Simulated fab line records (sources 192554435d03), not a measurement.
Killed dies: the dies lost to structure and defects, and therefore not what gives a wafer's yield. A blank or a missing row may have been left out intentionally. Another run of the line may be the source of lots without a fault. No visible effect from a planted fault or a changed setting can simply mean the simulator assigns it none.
Split-lot study / flow n5-finfet / on a route of 1938 steps: 7 lots, 21 wafers read

THE SPLIT
At N5_BEOL_M7_PECVD_70 (deposits SiO2 from TEOS/O2, target thk 20 nm, time 22.7 s), the setting temp-c was moved away from the recipe's 400 C on 5 of the 21 wafers read, by -2.9% to +3.0%. All remaining wafers had this setting at the recipe value.

FROM THE SPLIT TO THE READING: what the file shows between them, 10 steps
- N5_BEOL_M7_COAT_05: resist thk 90 nm (also split here: spin-rpm)
- N5_BEOL_M7_EBR_07
- N5_BEOL_M7_SOFTBAKE_06: time 60 s
- N5_BEOL_M7_EXPOSE_08: exposes mask M7
- N5_BEOL_M7_PEB_09: peb time 60 s
- N5_BEOL_M7_DEVELOP_10: develop time 30 s
- N5_BEOL_M7_TRENCH_ETCH_37: etches SiCOH lowk in C4F6/O2, target depth 93.478 nm, time 31.2 s (also split here: time-s)
- N5_BEOL_M7_ETCH_41: etches SiCN in CH3F/O2, target depth 31.9 nm, time 57.8 s
- N5_BEOL_M7_STRIP_80: strips in N2/H2, time 10 s
- N5_BEOL_M7_OCD_MEAS_38

THE READING
SiO2_of_BEOL_M7_PECVD_70.thk-nm (the simulator's own value, which no gauge read), in nm, at N5_BEOL_M7_HM_STRIP_39 (strips TiN in peroxide tin strip, target depth 25 nm, time 158 s). The file does not state a usual value for it. Average 19.9 nm, standard deviation 0.26 nm, over the 16 wafers here run with the recipe.

wafer=L078.1; tool, chamber at the split=pecvd-03, 2,0; temp-c as run, C=400; against the recipe=recipe; SiO2_of_BEOL_M7_PECVD_70.thk-nm, nm=19.8; against lot-mates on the recipe=-
wafer=L078.2; tool, chamber at the split=pecvd-03, 2,0; temp-c as run, C=400; against the recipe=recipe; SiO2_of_BEOL_M7_PECVD_70.thk-nm, nm=19.8; against lot-mates on the recipe=-
wafer=L078.3; tool, chamber at the split=pecvd-03, 1; temp-c as run, C=400; against the recipe=recipe; SiO2_of_BEOL_M7_PECVD_70.thk-nm, nm=19.6; against lot-mates on the recipe=-
wafer=L081.1; tool, chamber at the split=pecvd-03, 0; temp-c as run, C=400; against the recipe=recipe; SiO2_of_BEOL_M7_PECVD_70.thk-nm, nm=19.4; against lot-mates on the recipe=-
wafer=L081.4; tool, chamber at the split=pecvd-03, 0; temp-c as run, C=390.9; against the recipe=-2.3%; SiO2_of_BEOL_M7_PECVD_70.thk-nm, nm=21.2; against lot-mates on the recipe=+1.8
wafer=L081.5; tool, chamber at the split=pecvd-03, 2; temp-c as run, C=390.9; against the recipe=-2.3%; SiO2_of_BEOL_M7_PECVD_70.thk-nm, nm=21; against lot-mates on the recipe=+1.6
wafer=L083.3; tool, chamber at the split=pecvd-01, 0; temp-c as run, C=400; against the recipe=recipe; SiO2_of_BEOL_M7_PECVD_70.thk-nm, nm=19.8; against lot-mates on the recipe=-
wafer=L083.4; tool, chamber at the split=pecvd-01, 1; temp-c as run, C=388.5; against the recipe=-2.9%; SiO2_of_BEOL_M7_PECVD_70.thk-nm, nm=21.6; against lot-mates on the recipe=+1.6
wafer=L083.6; tool, chamber at the split=pecvd-01, 2; temp-c as run, C=400; against the recipe=recipe; SiO2_of_BEOL_M7_PECVD_70.thk-nm, nm=20.2; against lot-mates on the recipe=-
wafer=L082.1; tool, chamber at the split=pecvd-04, 1; temp-c as run, C=400; against the recipe=recipe; SiO2_of_BEOL_M7_PECVD_70.thk-nm, nm=19.4; against lot-mates on the recipe=-
wafer=L082.2; tool, chamber at the split=pecvd-04, 0; temp-c as run, C=393.7; against the recipe=-1.6%; SiO2_of_BEOL_M7_PECVD_70.thk-nm, nm=20.4; against lot-mates on the recipe=+0.6
wafer=L082.3; tool, chamber at the split=pecvd-04, 2; temp-c as run, C=400; against the recipe=recipe; SiO2_of_BEOL_M7_PECVD_70.thk-nm, nm=20.2; against lot-mates on the recipe=-
wafer=L090.1; tool, chamber at the split=pecvd-04, 2,1; temp-c as run, C=400; against the recipe=recipe; SiO2_of_BEOL_M7_PECVD_70.thk-nm, nm=20; against lot-mates on the recipe=-
wafer=L090.3; tool, chamber at the split=pecvd-04, 2,1; temp-c as run, C=400; against the recipe=recipe; SiO2_of_BEOL_M7_PECVD_70.thk-nm, nm=20; against lot-mates on the recipe=-
wafer=L090.6; tool, chamber at the split=pecvd-04, 0; temp-c as run, C=400; against the recipe=recipe; SiO2_of_BEOL_M7_PECVD_70.thk-nm, nm=20; against lot-mates on the recipe=-
wafer=L093.1; tool, chamber at the split=pecvd-03, 2; temp-c as run, C=412; against the recipe=+3.0%; SiO2_of_BEOL_M7_PECVD_70.thk-nm, nm=17.8; against lot-mates on the recipe=-2.3
wafer=L093.4; tool, chamber at the split=pecvd-03, 2; temp-c as run, C=400; against the recipe=recipe; SiO2_of_BEOL_M7_PECVD_70.thk-nm, nm=20; against lot-mates on the recipe=-
wafer=L093.6; tool, chamber at the split=pecvd-03, 2; temp-c as run, C=400; against the recipe=recipe; SiO2_of_BEOL_M7_PECVD_70.thk-nm, nm=20.2; against lot-mates on the recipe=-
wafer=L095.2; tool, chamber at the split=pecvd-03, 1; temp-c as run, C=400; against the recipe=recipe; SiO2_of_BEOL_M7_PECVD_70.thk-nm, nm=19.8; against lot-mates on the recipe=-
wafer=L095.3; tool, chamber at the split=pecvd-03, 0; temp-c as run, C=400; against the recipe=recipe; SiO2_of_BEOL_M7_PECVD_70.thk-nm, nm=19.6; against lot-mates on the recipe=-
wafer=L095.5; tool, chamber at the split=pecvd-03, 0; temp-c as run, C=400; against the recipe=recipe; SiO2_of_BEOL_M7_PECVD_70.thk-nm, nm=20.2; against lot-mates on the recipe=-
The file does not say which wafer passed through which chamber wherever a row lists several chambers: such a row stands for several wafers.

FIT RESULTS
A straight line over all 21 wafers: SiO2_of_BEOL_M7_PECVD_70.thk-nm changes by -0.593 nm for each +1% of temp-c; r = -0.94; the points scatter about the line by 0.27 nm.
The same after taking each lot's own level away (the mean of its wafers on the recipe; 21 wafers): -0.678 nm for each +1%; r = -0.96; scatter 0.24 nm.
On that fit, the largest move of temp-c shifts the reading by 2 nm.
From 19.40 to 20.10 nm: that is the span of the lots' own levels, equal to 2.7 times the standard deviation above.
Thus the slope moves with the lot-to-lot level: the two fits are different.
Check: with one of the wafers moved furthest among these (+3.0%) left out of the fit, the line predicts -1.9 nm for it against its lot-mates. It came out at -2.3 nm against them.

OTHER SPLITS ON THESE WAFERS
Other splits were also applied to these wafers ahead of the reading. Each is held against what the fit with the lots' levels taken away leaves over:
other split on the same wafers=N5_BEOL_M6_COAT_60 spin-rpm; wafers away from the commonest value=9; r with SiO2_of_BEOL_M7_PECVD_70.thk-nm (lot level and that fit taken away)=+0.61
other split on the same wafers=N5_BEOL_M7_COAT_05 spin-rpm; wafers away from the commonest value=8; r with SiO2_of_BEOL_M7_PECVD_70.thk-nm (lot level and that fit taken away)=-0.15
other split on the same wafers=N5_BEOL_M7_TRENCH_ETCH_37 time-s; wafers away from the commonest value=8; r with SiO2_of_BEOL_M7_PECVD_70.thk-nm (lot level and that fit taken away)=-0.06

THE WHOLE CHAIN: every reading that the file lists as answering this split, in the file's order
step=N5_BEOL_M7_PECVD_70; what it does=deposits SiO2 from TEOS/O2, target thk 20 nm, time 22.7 s; reading=SiO2_of_BEOL_M7_PECVD_70.thk-nm (the simulator's own value, which no gauge read); change (the file's fit)=-0.633 nm for each +1% of the setting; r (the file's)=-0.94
step=N5_BEOL_M7_HM_STRIP_39; what it does=strips TiN in peroxide tin strip, target depth 25 nm, time 158 s; reading=SiO2_of_BEOL_M7_PECVD_70.thk-nm (the simulator's own value, which no gauge read); change (the file's fit)=-0.655 nm for each +1% of the setting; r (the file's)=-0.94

FILE'S OWN FIT
SiO2_of_BEOL_M7_PECVD_70.thk-nm changes by -0.655 nm for each +1% of temp-c, r = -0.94.
